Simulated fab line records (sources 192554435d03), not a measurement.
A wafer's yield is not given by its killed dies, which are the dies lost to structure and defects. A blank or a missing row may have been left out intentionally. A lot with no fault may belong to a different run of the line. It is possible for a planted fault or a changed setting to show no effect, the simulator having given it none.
Split-lot trial | flow n5-finfet | on a route of 1938 steps: 7 lots, 21 wafers read

ABOUT THE SPLIT
At N5_BEOL_M8_TRENCH_ETCH_37 (etches SiCOH lowk in C4F6/O2, target depth 93.478 nm, time 31.2 s), the setting time-s was moved away from the recipe's 31.2 s on 4 of the 21 wafers read, by -17.6% to +14.5%. This setting was run at the recipe's value on the other wafers.

FROM THE SPLIT TO THE READING: what the file shows between them, 4 steps
- N5_BEOL_M8_ETCH_41: etches SiCN in CH3F/O2, target depth 31.9 nm, time 57.8 s
- N5_BEOL_M8_STRIP_80: strips in N2/H2, time 10 s
- N5_BEOL_M8_ECD_50: material Cu, target thk 300 nm
- N5_BEOL_M8_ANNEAL_51: time 90 s

THE READING
Cu_of_BEOL_M8_ECD_50.thk-nm (the simulator's own value, which no gauge read), in nm, at N5_BEOL_M8_CMP_52 (polishes, stops on SiCOH lowk, t overpolish 6.9 s, target thk 80 nm). The file gives no usual value for it. Across the 17 wafers here that went through the recipe, the average is 79.6 nm and the standard deviation 3 nm.

wafer  | tool, chamber at the split | time-s as run, s | against the recipe | Cu_of_BEOL_M8_ECD_50.thk-nm, nm | against lot-mates on the recipe
L074.3 | rie-diel-04, 1             | 31.2             | recipe             | 79.4                            | -
L074.2 | rie-diel-04, 3,0           | 25.71            | -17.6%             | 62                              | -17.4
L074.5 | rie-diel-04, 3,0           | 25.71            | -17.6%             | 63                              | -16.4
L086.3 | rie-diel-04, 0,3           | 31.2             | recipe             | 83                              | -
L086.6 | rie-diel-04, 0,3           | 31.2             | recipe             | 77                              | -
L086.5 | rie-diel-04, 0             | 34.3             | +9.9%              | 90                              | +10.0
L081.2 | rie-diel-03, 2,1,0         | 31.2             | recipe             | 77.8                            | -
L081.1 | rie-diel-03, 2,1,0         | 31.2             | recipe             | 75.8                            | -
L081.4 | rie-diel-03, 2,1,0         | 31.2             | recipe             | 81.2                            | -
L090.2 | rie-diel-03, 0,3,3         | 31.2             | recipe             | 83                              | -
L090.3 | rie-diel-03, 0,3,3         | 31.2             | recipe             | 72.8                            | -
L090.6 | rie-diel-03, 0,3,3         | 31.2             | recipe             | 76.4                            | -
L089.4 | rie-diel-01, 3,0,3         | 31.2             | recipe             | 79.6                            | -
L089.3 | rie-diel-01, 3,0,3         | 31.2             | recipe             | 79.8                            | -
L089.6 | rie-diel-01, 3,0,3         | 31.2             | recipe             | 80.6                            | -
L087.4 | rie-diel-03, 3,0           | 31.2             | recipe             | 77                              | -
L087.3 | rie-diel-03, 3             | 35.73            | +14.5%             | 90.4                            | +10.5
L087.5 | rie-diel-03, 3,0           | 31.2             | recipe             | 82.8                            | -
L093.3 | rie-diel-03, 0,2,0         | 31.2             | recipe             | 82.4                            | -
L093.4 | rie-diel-03, 0,2,0         | 31.2             | recipe             | 80                              | -
L093.6 | rie-diel-03, 0,2,0         | 31.2             | recipe             | 84.2                            | -
The file does not say which wafer passed through which chamber wherever a row lists several chambers: such a row stands for several wafers.

THE FIT
A straight line over all 21 wafers: Cu_of_BEOL_M8_ECD_50.thk-nm changes by +0.926 nm for each +1% of time-s; r = +0.91; the points scatter about the line by 2.9 nm.
The same after taking each lot's own level away (the mean of its wafers on the recipe; 21 wafers): +0.91 nm for each +1%; r = +0.93; scatter 2.5 nm.
Per that fit: largest time-s move, reading shift of 16 nm.
From 77.40 to 82.20 nm: that is the span of the lots' own levels, equal to 1.6 times the standard deviation above.
Consequently the slope shifts little with the lot-to-lot level, the two slopes agreeing.
Check: -15.5 nm against its lot-mates is what the line predicts for one of the wafers moved furthest among these (-17.6%) when that wafer is left out of the fit. It came out at -17.4 nm against them.

THE FILE'S OWN FIT
Cu_of_BEOL_M8_ECD_50.thk-nm changes by +0.887 nm for each +1% of time-s, r = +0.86.
